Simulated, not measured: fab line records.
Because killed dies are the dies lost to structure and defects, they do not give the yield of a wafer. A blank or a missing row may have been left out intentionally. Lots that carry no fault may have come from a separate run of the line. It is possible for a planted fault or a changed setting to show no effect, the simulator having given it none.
The same fault as seen by 3 desks | flow n5Finfet | only its own numbers are on each desk; what lay behind them is given at the end

THE DEFECT DESK
Per lot, the means of the sampled wafers with a number show what the inspections along the route counted. Any lot whose mean is over 4 standard deviations away from the usual mean is out of limits and marked OUT; that distance is given in the brackets.
Columns: A = rawDefectCount at N5_BEOL_M1_INSPECT_30, usual 401
lot  | first seen here | A
L954 | day 7 01:52     | 268
L962 | day 9 05:43     | 504
L966 | day 10 15:28    | 390
L969 | day 11 02:35    | 253
L972 | day 11 23:51    | 462
L973 | day 12 11:05    | 472
This desk's verdict: no lot among the 6 shows anything out of limits.

DESK OF THE TOOL OWNER: rieDiel-01
The tool's own readings at N5_BEOL_M1_VIA_ETCH_34 (etches the open film in C4F6/O2, target depth 67.8 nm, time 64.4 s): means of the sampled wafers that have a number, for each lot that ran on this tool. Any lot whose mean is over 4 standard deviations away from the usual mean is out of limits and marked OUT; that distance is given in the brackets.
Columns: A = drypumpMotorCurrentA at N5_BEOL_M1_VIA_ETCH_34, usual 5.3 A; B = oesProductAu at N5_BEOL_M1_VIA_ETCH_34, usual 0.75 a.u.; C = rfFwdPowerW at N5_BEOL_M1_VIA_ETCH_34, usual 347.2 W; D = rfVppV at N5_BEOL_M1_VIA_ETCH_34, usual 668 V; E = runLengthS at N5_BEOL_M1_VIA_ETCH_34, usual 87.7 s; F = showerheadPlenumPTorr at N5_BEOL_M1_VIA_ETCH_34, usual 2.91 Torr; G = throttleValvePct at N5_BEOL_M1_VIA_ETCH_34, usual 30.77 %
lot  | first seen here | A   | B    | C     | D   | E              | F    | G
L954 | day 7 03:46     | 5.1 | 0.74 | 346.4 | 665 | 87.9           | 2.91 | 30.82
L962 | day 9 17:02     | 5.1 | 0.73 | 347.4 | 665 | 87.7           | 2.90 | 30.83
L966 | day 11 04:14    | 5.5 | 0.74 | 347.2 | 670 | 99.8 (+27) OUT | 2.94 | 30.53
L969 | day 11 14:16    | 4.8 | 0.73 | 347.1 | 662 | 99.7 (+27) OUT | 2.88 | 30.74
This desk finds L966, L969 out of limits, L966 being first, at day 11 04:14 (runLengthS at N5_BEOL_M1_VIA_ETCH_34). L954, L962 stayed within limits.

FROM THE METROLOGY DESK
Lot by lot, what the gauges showed, no matter which tool ran the lot: averages of those sampled wafers that carry a number. Any lot whose mean is over 4 standard deviations away from the usual mean is out of limits and marked OUT; that distance is given in the brackets. Shown here are 7 of its 12 readings, the ones lying furthest out on some lot.
Columns: A = V0_OVL at N5_BEOL_M1_OVL_MEAS_29, usual -0.5 nm; B = DIBL_N at N5_BEOL_M4_RC_MEAS_101, usual 36.3 mV/V; C = IOFF_N at N5_BEOL_M4_RC_MEAS_101, usual 0.160 nA/um; D = ION_N at N5_BEOL_M4_RC_MEAS_101, usual 675 uA/um; E = ION_P at N5_BEOL_M4_RC_MEAS_101, usual 462 uA/um; F = VT_N at N5_BEOL_M4_RC_MEAS_101, usual 249.5 mV; G = VT_P at N5_BEOL_M4_RC_MEAS_101, usual -250.1 mV
lot  | first seen here | A    | B    | C     | D   | E   | F     | G
L954 | day 7 01:46     | -0.8 | 38.0 | 0.156 | 668 | 452 | 250.8 | -252.6
L962 | day 9 05:37     | -0.6 | 36.4 | 0.185 | 689 | 473 | 245.3 | -245.6
L966 | day 10 15:23    | -0.1 | 36.0 | 0.144 | 668 | 466 | 251.8 | -250.4
L969 | day 11 02:30    | -0.4 | 37.2 | 0.158 | 669 | 456 | 250.7 | -252.2
L972 | day 11 23:46    | -0.8 | 35.6 | 0.164 | 685 | 468 | 246.6 | -248.3
L973 | day 12 11:00    | 0.2  | 36.0 | 0.190 | 671 | 451 | 247.2 | -252.9
This desk's verdict: no lot among the 6 shows anything out of limits.

ALL TOGETHER
The tool owner's desk had the chance to raise an alarm at day 11 04:14 on L966, L969.
No out-of-limits result turned up at the defect desk.
Metrology desk: nothing out of limits seen.
The defect desk has L966, L969 on record, within its limits.
The metrology desk has L966, L969 on record, within its limits.
Every lot named ran N5_BEOL_M1_VIA_ETCH_34 on rieDiel-01.

WHAT WAS PUT IN BY THE SIMULATOR
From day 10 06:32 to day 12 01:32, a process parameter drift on rieDiel-01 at N5_BEOL_M1_VIA_ETCH_34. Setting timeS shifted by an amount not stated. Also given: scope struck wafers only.
Shown lots that were struck: L966, L969.
Hours from the fault's start to each desk's first reading out of limits: the tool owner's desk, 22.
